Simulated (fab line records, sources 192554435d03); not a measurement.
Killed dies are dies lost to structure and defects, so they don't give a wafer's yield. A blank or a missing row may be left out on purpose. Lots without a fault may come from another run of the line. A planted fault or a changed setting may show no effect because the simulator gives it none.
Chamber matching | flow n5_finfet | N5_MOL_CONTACT_COAG_ETCH_110 on rie_diel-06: 4 sister chambers
The step etches Si in CF4/O2, target depth 2.5 nm, time 8 s. 8 wafers are shown with their chamber, then 7 later ones without.

WAFERS WITH THEIR CHAMBER
wafer  | chamber | drypump_motor_current_A (A) | showerhead_plenum_p_Torr (Torr)
L075.5 | 2       | 4.9                         | 2.20
L085.4 | 1       | 5.8                         | 2.15
L087.1 | 0       | 5.8                         | 2.37
L087.2 | 2       | 4.9                         | 2.19
L088.1 | 1       | 5.8                         | 2.15
L088.6 | 3       | 5.9                         | 2.32
L094.2 | 3       | 6.0                         | 2.31
L094.3 | 0       | 5.8                         | 2.36

WAFERS WITHOUT THEIR CHAMBER
wafer  | drypump_motor_current_A (A) | showerhead_plenum_p_Torr (Torr)
L094.6 | 5.8                         | 2.14
L095.2 | 4.9                         | 2.19
L095.3 | 5.8                         | 2.14
L095.4 | 5.8                         | 2.36
L097.1 | 5.8                         | 2.36
L097.2 | 5.8                         | 2.14
L097.3 | 5.0                         | 2.19

WHICH CHAMBER EACH WENT THROUGH
wafer  | from the rows above | in truth
L094.6 | 1                   | 1
L095.2 | 2                   | 2
L095.3 | 1                   | 1
L095.4 | 0                   | 0
L097.1 | 0                   | 0
L097.2 | 1                   | 1
L097.3 | 2                   | 2
Placed correctly: 7 of 7. Can't be placed from these rows: 0. Placed wrongly: 0.
How it was worked out, from the rows above alone: a wafer's distance from a chamber is the root of the sum, over the readings, of the square of ((its reading less the chamber's mean) divided by the reading's scatter). The wafer belongs to the nearest chamber; if the next one is less than 2 further off, it can't be placed. A chamber's mean is the mean of its shown wafers. The scatter: the root of (the sum of the squares of (reading less its chamber's mean) over the shown wafers, divided by (wafers less chambers)).
